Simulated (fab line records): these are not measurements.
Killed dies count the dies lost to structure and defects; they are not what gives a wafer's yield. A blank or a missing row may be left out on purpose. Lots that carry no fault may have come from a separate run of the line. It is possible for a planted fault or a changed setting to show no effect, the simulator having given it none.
Chamber matching / flow n5_finfet / N5_SDB_HM_OPEN_20 on rie_diel-04 has 4 sister chambers
The step chemistry CH3F/O2, target SiNx, stops on poly-Si, target depth 24 nm. 14 wafers are shown with their chamber, then 7 later ones without.

## EACH WAFER AND ITS CHAMBER
wafer=L074.2; chamber=3; drypump_motor_current_A (A)=6.0; showerhead_plenum_p_Torr (Torr)=2.13; rf_vpp_V (V)=303.0
wafer=L074.5; chamber=3; drypump_motor_current_A (A)=6.0; showerhead_plenum_p_Torr (Torr)=2.13; rf_vpp_V (V)=302.5
wafer=L074.6; chamber=2; drypump_motor_current_A (A)=5.9; showerhead_plenum_p_Torr (Torr)=1.96; rf_vpp_V (V)=301.3
wafer=L076.2; chamber=3; drypump_motor_current_A (A)=6.0; showerhead_plenum_p_Torr (Torr)=2.13; rf_vpp_V (V)=304.0
wafer=L076.4; chamber=2; drypump_motor_current_A (A)=5.8; showerhead_plenum_p_Torr (Torr)=1.96; rf_vpp_V (V)=302.2
wafer=L076.6; chamber=3; drypump_motor_current_A (A)=6.0; showerhead_plenum_p_Torr (Torr)=2.13; rf_vpp_V (V)=302.1
wafer=L085.2; chamber=1; drypump_motor_current_A (A)=5.9; showerhead_plenum_p_Torr (Torr)=1.96; rf_vpp_V (V)=297.6
wafer=L085.4; chamber=3; drypump_motor_current_A (A)=6.0; showerhead_plenum_p_Torr (Torr)=2.12; rf_vpp_V (V)=302.5
wafer=L085.6; chamber=3; drypump_motor_current_A (A)=6.0; showerhead_plenum_p_Torr (Torr)=2.12; rf_vpp_V (V)=301.9
wafer=L089.2; chamber=0; drypump_motor_current_A (A)=6.5; showerhead_plenum_p_Torr (Torr)=1.98; rf_vpp_V (V)=295.7
wafer=L089.3; chamber=3; drypump_motor_current_A (A)=6.0; showerhead_plenum_p_Torr (Torr)=2.12; rf_vpp_V (V)=303.6
wafer=L089.6; chamber=2; drypump_motor_current_A (A)=5.8; showerhead_plenum_p_Torr (Torr)=1.95; rf_vpp_V (V)=301.9
wafer=L094.2; chamber=1; drypump_motor_current_A (A)=5.9; showerhead_plenum_p_Torr (Torr)=1.96; rf_vpp_V (V)=296.9
wafer=L094.3; chamber=2; drypump_motor_current_A (A)=5.8; showerhead_plenum_p_Torr (Torr)=1.94; rf_vpp_V (V)=301.7

SIGNATURES, as means of the wafers listed above
reading=drypump_motor_current_A; chamber 0=6.500; chamber 1=5.900; chamber 2=5.825; chamber 3=6.000; scatter within a chamber=0.0274
reading=showerhead_plenum_p_Torr; chamber 0=1.9800; chamber 1=1.9600; chamber 2=1.9525; chamber 3=2.1257; scatter within a chamber=0.00668
reading=rf_vpp_V; chamber 0=295.700; chamber 1=297.250; chamber 2=301.775; chamber 3=302.800; scatter within a chamber=0.654
Rule: a wafer lies at a distance from a chamber equal to the root of the sum of squares, over the readings, of (its reading less the chamber's mean, divided by the reading's scatter). If the next closest chamber is less than 2 further off than the closest, the wafer can't be placed; otherwise it belongs to the closest. The scatter: the root of (the sum of the squares of (reading less its chamber's mean) over the shown wafers, divided by (wafers less chambers)).

## WAFERS WITH NO CHAMBER GIVEN
wafer=L094.4; drypump_motor_current_A (A)=6.5; showerhead_plenum_p_Torr (Torr)=1.97; rf_vpp_V (V)=295.0
wafer=L095.1; drypump_motor_current_A (A)=6.0; showerhead_plenum_p_Torr (Torr)=2.11; rf_vpp_V (V)=302.4
wafer=L095.3; drypump_motor_current_A (A)=5.8; showerhead_plenum_p_Torr (Torr)=1.94; rf_vpp_V (V)=300.9
wafer=L095.4; drypump_motor_current_A (A)=6.0; showerhead_plenum_p_Torr (Torr)=2.11; rf_vpp_V (V)=302.7
wafer=L096.2; drypump_motor_current_A (A)=5.8; showerhead_plenum_p_Torr (Torr)=1.94; rf_vpp_V (V)=301.9
wafer=L096.3; drypump_motor_current_A (A)=6.0; showerhead_plenum_p_Torr (Torr)=2.11; rf_vpp_V (V)=302.2
wafer=L096.6; drypump_motor_current_A (A)=6.0; showerhead_plenum_p_Torr (Torr)=1.96; rf_vpp_V (V)=296.3

## CHAMBER TAKEN BY EACH
wafer=L094.4; from the rows above=0; in truth=0
wafer=L095.1; from the rows above=3; in truth=3
wafer=L095.3; from the rows above=2; in truth=2
wafer=L095.4; from the rows above=3; in truth=3
wafer=L096.2; from the rows above=2; in truth=2
wafer=L096.3; from the rows above=3; in truth=3
wafer=L096.6; from the rows above=1; in truth=1
Correctly placed: 7 of 7. Not placeable from these rows: 0. Number placed wrongly: 0.
